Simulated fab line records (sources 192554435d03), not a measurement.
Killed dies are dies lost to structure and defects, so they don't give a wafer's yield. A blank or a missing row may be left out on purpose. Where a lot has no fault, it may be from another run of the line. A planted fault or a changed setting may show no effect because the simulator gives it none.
fab line records | flow n5-finfet | part 2 of 2: steps 22 to 30 of 30
record: lots: 5 wafers: 15 last-day: 18
route steps=1938 shown BEOL_M6@1238 BEOL_M7@1263
lots that met no fault: from a run of the same line without faults
start-h: the number of hours between the record's first day and the start of the first shown wafer of the lot | wait-h: how many hours have passed since the lot's step before this one | " unchanged from the row above | L1.1+2: a single row standing in for several wafers | - no value, or no start was given | * or withheld: withheld | < > ~ a bound
route shown NAME@n: NAME is a module with steps in the file, n the number in the route of the first one | usual: average and standard deviation across the fault-free wafers | same: alike in all rows | chamber/n: place in a boat | sites: each site's reading | _std_site: standard deviation across them | _edge_site: inner sites' mean taken away from outer sites' mean | radius-mm: how far each site lies from the wafer's centre | mask NAME#n: copy n | behind: the last tool/chamber to shape the wafer | hold: cause of the lot's hold/its duration in hours/its outcome | device: whichever transistor did not switch (one of n, p or np) | end of line: the tests these same wafers got at the end of their route | step lacking rows: just its recipe | killed: dies lost to structure and defects at the first sort, not the wafer's yield | map: shows each die of a wafer: x if killed, . if not, _ if none is there
set.NAME: the setting as run; set.NAME@STEP: as run at that earlier step | model.NAME: the simulator's own value behind a step, which no gauge read
lots at selected steps of the route; one table per step, one row per wafer
services: from which hour (start-h, from the record's first day; less than 0 if before it) a tool's chamber was out of use, for how many hours, and why
== steps ==
step: N5_BEOL_M6_PRE_CLEAN_55
recipe: gas: NH3 time-s: 15 temp-c: withheld rf-power-w: 300
columns lot.wafer tool chamber start-h wait-h since-wet-clean-h
L075.3 pecvd-01 2 194.75 0.0 145
L075.4 " 2 " " -
L075.6 " 0 " " -
L076.3 pecvd-04 1 198.35 0.0 1990
L076.4 " 2 " " -
L076.6 " 0 " " -
L081.1 pecvd-04 1 228.99 0.0 2020
L081.3 " 0 " " 1295
L081.4 " 0 " " -
L083.2 pecvd-03 2 238.16 0.0 361
L083.3 " 0 " " 1123
L083.5 " 2 " " -
L093.1 pecvd-03 2 337.34 0.0 460
L093.2 " 1 " " 1947
L093.4 " 1 " " -
step: N5_BEOL_M6_DEP_56
recipe: material: SiCN target-thk-a: 100 temp-c: withheld precursor: 3MS/NH3 pressure-torr: 3 rf-w: 202 time-s: 17.5
usual: showerhead-plenum-p-Torr: 3.669/0.017 throttle-valve-pct: 9.2/0.7
columns lot.wafer tool chamber start-h wait-h showerhead-plenum-p-Torr since-wet-clean-h throttle-valve-pct
L075.3 pecvd-01 2 194.77 0.0 3.681 145 8.4
L075.4 " 2 " " 3.674 - 8.3
L075.6 " 0 " " 3.644 - 9.1
L076.3 pecvd-04 1 198.38 0.0 3.653 1990 9.7
L076.4 " 2 " " 3.666 - 9.1
L076.6 " 0 " " 3.640 - 10.2
L081.1 pecvd-04 1 229.01 0.0 3.661 2020 9.4
L081.3 " 0 " " 3.651 1295 10.1
L081.4 " 0 " " 3.657 - 10.0
L083.2 pecvd-03 2 238.18 0.0 3.669 361 8.1
L083.3 " 0 " " 3.704 1123 9.9
L083.5 " 2 " " 3.669 - 8.1
L093.1 pecvd-03 2 337.37 0.0 3.663 460 8.0
L093.2 " 1 " " 3.700 1947 9.7
L093.4 " 1 " " 3.696 - 9.6
step: N5_BEOL_M6_RS_MEAS_57
recipe: thk-meas-gauge: four-point-probe reads: Cu_of_BEOL_M6_ECD_50+Co_of_BEOL_M6_CVD_78+TaN_of_BEOL_M6_ALD_77
usual: M6_RS: 0.288/0.0085
columns lot.wafer tool chamber start-h wait-h M6_RS[ohm/sq]
L075.3 film-metro-01 - 194.84 0.1 0.290
L075.4 " - " " 0.287
L075.6 " - " " 0.281
L076.3 film-metro-01 - 198.45 0.1 0.288
L076.4 " - " " 0.290
L076.6 " - " " 0.291
L081.1 film-metro-01 - 229.08 0.1 0.302
L081.3 " - " " 0.292
L081.4 " - " " 0.300
L083.2 film-metro-02 - 238.25 0.1 0.297
L083.3 " - " " 0.289
L083.5 " - " " 0.296
L093.1 film-metro-02 - 337.44 0.1 0.288
L093.2 " - " " 0.282
L093.4 " - " " 0.284
step: N5_BEOL_M6_INSPECT_58
recipe: inspect-instrument: darkfield mode: post-dep
usual: raw-defect-count: 69/20
columns lot.wafer tool chamber start-h wait-h raw-defect-count
L075.3 defect-inspect-02 - 194.87 0.0 47
L075.4 " - " " 72
L075.6 " - " " 74
L076.3 defect-inspect-01 - 198.47 0.0 44
L076.4 " - " " 45
L076.6 " - " " 53
L081.1 defect-inspect-02 - 229.11 0.0 30
L081.3 " - " " 56
L081.4 " - " " 65
L083.2 defect-inspect-01 - 238.28 0.0 64
L083.3 " - " " 94
L083.5 " - " " 63
L093.1 defect-inspect-01 - 337.46 0.0 46
L093.2 " - " " 75
L093.4 " - " " 57
step: N5_BEOL_M7_ILD_DEP_00
recipe: material: SiCOH_lowk target-thk-a: 1797.5 temp-c: 300 precursor: DEMS/porogen pressure-torr: 5 rf-w: 500 time-s: 33.4
usual: heater-power-w: 322/59 showerhead-plenum-p-Torr: 5.745/0.02 throttle-valve-pct: 13.9/1.1
columns lot.wafer tool chamber start-h wait-h heater-power-w showerhead-plenum-p-Torr since-wet-clean-h throttle-valve-pct
L075.3 pecvd-02 0 194.91 0.0 315 5.699 718 13.3
L075.4 " 2 " " 315 5.751 - 13.5
L075.6 " 0 " " 326 5.741 - 13.2
L076.3 pecvd-02 0 198.51 0.0 332 5.709 721 13.5
L076.4 " 1 " " 364 5.750 - 14.6
L076.6 " 2 " " 318 5.761 - 13.4
L081.1 pecvd-03 0 229.14 0.0 357 5.789 1114 15.0
L081.3 " 1 " " 353 5.781 1839 14.6
L081.4 " 2 " " 211 5.742 - 12.1
L083.2 pecvd-02 2 238.31 0.0 287 5.746 7 12.5
L083.3 " 1 " " 356 5.759 1486 14.4
L083.5 " 1 " " 348 5.743 - 14.5
L093.1 pecvd-04 0 337.50 0.0 409 5.719 1404 15.6
L093.2 " 2 " " 268 5.737 650 13.8
L093.4 " 0 " " 415 5.739 - 15.4
step: N5_BEOL_M7_CURE_74
recipe: temp-c: 385 time-s: 240 ambient: He/Ar material: SiCOH_lowk
usual: lamp-power-pct: 52.31/0.052 wafer_temp_C_max: 386.8/0.57
columns lot.wafer tool chamber start-h wait-h lamp-power-pct wafer_temp_C_max
L075.3 uv-cure-01 2 195.13 0.2 52.28 386.1
L075.4 " 2 " " 52.31 386.4
L075.6 " 2 " " 52.25 386.1
L076.3 uv-cure-03 1 198.73 0.2 52.33 386.6
L076.4 " 1 " " 52.23 386.2
L076.6 " 1 " " 52.20 386.9
L081.1 uv-cure-03 2 229.44 0.3 52.25 386.7
L081.3 " 2 " " 52.31 386.3
L081.4 " 2 " " 52.30 386.1
L083.2 uv-cure-02 1 238.46 0.1 52.45 386.5
L083.3 " 1 " " 52.27 386.2
L083.5 " 1 " " 52.39 386.6
L093.1 uv-cure-01 2 337.56 0.0 52.39 386.4
L093.2 " 2 " " 52.36 387.1
L093.4 " 2 " " 52.28 386.3
step: N5_BEOL_M7_THK_MEAS_01
recipe: reads: SiCOH_lowk_of_BEOL_M7_ILD_DEP_00
usual: M7_ILD_THK: 154.3/2
columns lot.wafer tool chamber start-h wait-h M7_ILD_THK[nm]
L075.3 film-metro-01 - 195.48 0.3 154.6
L075.4 " - " " 154.2
L075.6 " - " " 159.0
L076.3 film-metro-01 - 199.09 0.3 153.1
L076.4 " - " " 154.4
L076.6 " - " " 153.2
L081.1 film-metro-01 - 230.43 0.8 155.3
L081.3 " - " " 153.8
L081.4 " - " " 155.1
L083.2 film-metro-01 - 238.89 0.4 152.2
L083.3 " - " " 155.1
L083.5 " - " " 154.5
L093.1 film-metro-01 - 338.08 0.4 153.1
L093.2 " - " " 153.0
L093.4 " - " " 156.0
step: N5_BEOL_M7_PECVD_70
recipe: material: SiO2 target-thk-a: 200 temp-c: 400 precursor: TEOS/O2 pressure-torr: 5.5 rf-w: 450 teos-flow-sccm: 53.8 gas: O2 flow-sccm: 3000 time-s: 22.7
usual: heater-power-w: 710/110 showerhead-plenum-p-Torr: 8.81/0.085 throttle-valve-pct: 22.9/1.8
columns lot.wafer tool chamber start-h wait-h heater-power-w showerhead-plenum-p-Torr since-wet-clean-h throttle-valve-pct
L075.3 pecvd-03 2 195.52 0.0 486 8.78 318 19.5
L075.4 " 0 " " 810 8.96 - 24.2
L075.6 " 1 " " 755 8.91 - 23.6
L076.3 pecvd-04 2 199.12 0.0 704 8.82 512 21.9
L076.4 " 0 " " 922 8.73 - 25.1
L076.6 " 2 " " 702 8.82 - 21.8
L081.1 pecvd-02 0 230.47 0.0 808 8.71 753 21.4
L081.3 " 1 " " 767 8.82 - 23.5
L081.4 " 0 " " 804 8.68 - 21.7
L083.2 pecvd-04 0 238.93 0.0 818 8.73 1305 25.0
L083.3 " 2 " " 751 8.84 551 22.0
L083.5 " 2 " " 760 8.81 - 22.2
L093.1 pecvd-02 2 338.11 0.0 655 8.80 107 20.1
L093.2 " 0 " " 732 8.71 861 21.8
L093.4 " 2 " " 649 8.81 - 20.1
step: N5_BEOL_M7_HM_DEP_02
recipe: material: TiN target-thk-a: 200 temp-c: 25 chamber-pressure-pa: 0.49996
usual: substrate-temp-c: 25.01/0.12 throttle-valve-pct: 30.2/1.4
columns lot.wafer tool chamber start-h wait-h substrate-temp-c throttle-valve-pct
L075.3 pvd-sputter-02 - 196.59 1.1 25.01 31.9
L075.4 " - " " 25.01 29.8
L075.6 " - " " 24.89 29.6
L076.3 pvd-sputter-02 - 200.88 1.7 25.05 30.7
L076.4 " - " " 24.87 29.9
L076.6 " - " " 25.17 30.6
L081.1 pvd-sputter-01 - 231.37 0.9 24.88 31.1
L081.3 " - " " 25.09 32.4
L081.4 " - " " 24.88 30.9
L083.2 pvd-sputter-03 - 239.82 0.9 24.99 29.4
L083.3 " - " " 24.87 30.0
L083.5 " - " " 24.92 30.1
L093.1 pvd-sputter-01 - 339.13 1.0 25.34 31.1
L093.2 " - " " 25.02 32.7
L093.4 " - " " 24.96 30.9
== services ==
columns tool chamber start-h hours kind
uv-cure-01 - 174.28 2.2 repair
rie-diel-05 0 175.21 1.2 repair
ald-metal-02 0 175.38 3.0 repair
cmp-04 - 178.02 4.0 pm
pecvd-03 - 189.70 2.8 pm
rie-diel-01 - 216.73 1.2 repair
wet-bench-01 - 225.50 12.1 repair
pecvd-02 - 231.82 5.6 repair
pecvd-04 0 231.97 6.2 repair
rie-diel-05 1 237.91 6.5 repair
ald-metal-02 - 239.74 0.8 repair
cmp-04 - 241.42 2.1 repair
cmp-04 - 249.30 1.0 repair
rie-diel-03 0 258.93 7.9 repair
cmp-04 - 259.07 1.8 repair
rie-diel-03 1 266.71 8.6 repair
pvd-sputter-02 - 269.38 29.2 repair
ald-metal-02 2 281.62 6.4 repair
rie-diel-03 1 289.50 8.2 repair
rie-diel-05 1 308.63 4.9 repair
rie-diel-03 2 309.62 9.7 repair
wet-bench-04 - 323.51 4.1 repair
wet-bench-06 - 328.53 13.5 repair
rie-diel-05 1 329.31 1.2 repair
